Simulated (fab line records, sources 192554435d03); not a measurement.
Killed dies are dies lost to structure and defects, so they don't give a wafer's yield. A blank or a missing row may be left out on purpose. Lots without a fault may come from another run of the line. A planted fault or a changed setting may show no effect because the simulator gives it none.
Problem report in the 8D (eight disciplines) form, filled by code | flow n5_finfet | the parts of the form that need people (team, actions taken, sign-off) are left out

1. THE PROBLEM
M13_THK at N5_BEOL_M13_THK_MEAS_50 reads a mean of 923 nm on 9 wafers of 3 lots; wafers without a fault read 415 nm with a standard deviation of 6.3. That is +81 standard deviations from the usual mean.
The step: measures by xrf.
First seen on wafer L383.1, day 13 00:59, on film_metro-01. The record holds 24 wafers of 8 lots with a number at this step. Rule for "out", or "out of limits": more than 4 standard deviations from the usual mean. The other wafers with a number count as sound.

2. WHAT IT IS AND WHAT IT IS NOT
question                    | is                           | is not
which readings at this step | M13_THK                      | -
which lots                  | L383, L384, L385             | L390, L391, L392, L394, L396
which wafers of those lots  | all that have a number       | -
read on which gauges        | film_metro-01, film_metro-02 | -
when                        | from day 13 00:59            | up to then (0 sound wafers); but 15 sound wafers of L390, L391, L392, L394, L396 came after

3. SUSPECTS, AND WHAT RULES EACH OUT
Counting: a tool at a process step up to the reading stays a suspect if it ran every lot that is out and no sound lot after the first of them.
- the gauge at N5_BEOL_M13_THK_MEAS_50: ruled out. The wafers that are out were read on 2 gauges (film_metro-01, film_metro-02).
- cmp-01 at N5_BEOL_M13_CMP_49 (polishes, stops on SiOC, t overpolish 17.1 s, target thk 420 nm): ruled out as a lasting fault. Sound lots L390, L392, L394, L396 ran on it after its first lot that is out, L383 (day 13 00:44).
Left after counting: nothing in the record.

4. THE CAUSE (what the simulator had put in)
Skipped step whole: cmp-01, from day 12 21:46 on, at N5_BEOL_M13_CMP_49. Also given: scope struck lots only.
Counting ruled it out, wrongly: the rule takes a fault to strike every lot that its tool runs from its start on, and this one did not.

5. THE CHAIN OF EFFECTS, in route order
Each row: a reading whose mean over the struck wafers that have a number lies more than 3 standard deviations from the usual. Only readings for which the record gives a usual standard deviation are gone through. hours: the time from each lot's start at the first step in this table that gives one to its start at this step, as a median over the lots. sigmas: the change in usual standard deviations.
hours | step                    | reading              | usual         | on struck wafers | change  | sigmas
0     | N5_BEOL_M13_THK_MEAS_50 | M13_THK              | 415 nm        | 923              | +508    | +81
0     | N5_BEOL_M13_RS_MEAS_54  | M13_RS               | 0.0447 ohm/sq | 0.0181           | -0.0266 | -44
0     | N5_BEOL_M13_INSPECT_55  | raw_defect_count     | 69            | 3169             | +3100   | +99 or more
29    | N5_PASSIVATION_PROBE_49 | defect_limited_yield | 91.0 %        | 0.0              | -91.0   | -61
29    | N5_PASSIVATION_PROBE_49 | killed_at_M4_up      | 14            | 1085             | +1071   | +99 or more
29    | N5_PASSIVATION_PROBE_49 | killed_dies          | 106           | 1180             | +1074   | +63
29    | N5_PASSIVATION_PROBE_49 | killed_on_rim        | 14            | 152              | +138    | +35
29    | N5_PASSIVATION_PROBE_49 | sort_n_pass          | 1074          | 0                | -1074   | -63
29    | N5_PASSIVATION_PROBE_49 | sort_yield_pct       | 91.0 %        | 0.0              | -91.0   | -61
The process steps in it:
- N5_PASSIVATION_PROBE_49
Readings that are blank on the struck wafers while sound wafers have them: barrier_field_endpoint_s at N5_BEOL_M13_CMP_49; clearing_platen_down_force_psi at N5_BEOL_M13_CMP_49; clearing_platen_rpm at N5_BEOL_M13_CMP_49; motor_current_A at N5_BEOL_M13_CMP_49; overpolish_run_s at N5_BEOL_M13_CMP_49.

6. WHAT WOULD HAVE CAUGHT IT SOONER
In this record the first reading out of limits at a measuring or inspecting step was taken at day 13 00:59, 3 hours after the fault began at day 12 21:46.
At N5_BEOL_M13_CMP_49 the tool's readings are blank on the struck wafers, where sound wafers have them: an empty tool record is the first sign, and it was there at once.
